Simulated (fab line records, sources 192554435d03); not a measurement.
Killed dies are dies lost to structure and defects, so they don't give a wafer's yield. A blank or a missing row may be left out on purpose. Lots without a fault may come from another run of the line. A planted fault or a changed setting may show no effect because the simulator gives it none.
Chamber matching | flow n5_finfet | N5_SDB_ETCH_17 on rie_diel-04: 4 sister chambers
The step etches SiARC in CF4, target depth 23.4 nm, time 39 s. 4 wafers are shown with their chamber, then 9 later ones without.

WAFERS WITH THEIR CHAMBER
wafer  | chamber | drypump_motor_current_A (A)
L083.6 | 3       | 5.1
L088.3 | 1       | 5.8
L088.4 | 2       | 6.3
L088.5 | 0       | 5.8

WAFERS WITHOUT THEIR CHAMBER
wafer  | drypump_motor_current_A (A)
L089.1 | 6.3
L089.2 | 5.7
L089.6 | 5.9
L094.1 | 6.3
L094.4 | 5.8
L094.5 | 6.3
L095.1 | 6.3
L095.4 | 5.7
L095.6 | 5.7

WHICH CHAMBER EACH WENT THROUGH
wafer  | from the rows above     | in truth
L089.1 | 2                       | 2
L089.2 | can't be placed: 0 or 1 | 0
L089.6 | can't be placed: 0 or 1 | 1
L094.1 | 2                       | 2
L094.4 | can't be placed: 0 or 1 | 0
L094.5 | 2                       | 2
L095.1 | 2                       | 2
L095.4 | can't be placed: 0 or 1 | 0
L095.6 | can't be placed: 0 or 1 | 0
Placed correctly: 4 of 9. Can't be placed from these rows: 5 (the true chamber is among the candidates in 5). Placed wrongly: 0.
How it was worked out, from the rows above alone: a wafer's distance from a chamber is the root of the sum, over the readings, of the square of ((its reading less the chamber's mean) divided by the reading's scatter). The wafer belongs to the nearest chamber; if the next one is less than 2 further off, it can't be placed. A chamber's mean is the mean of its shown wafers. The scatter: with one shown wafer a chamber, the root of the mean of the squares of how far each hidden wafer lies from its nearest shown one.
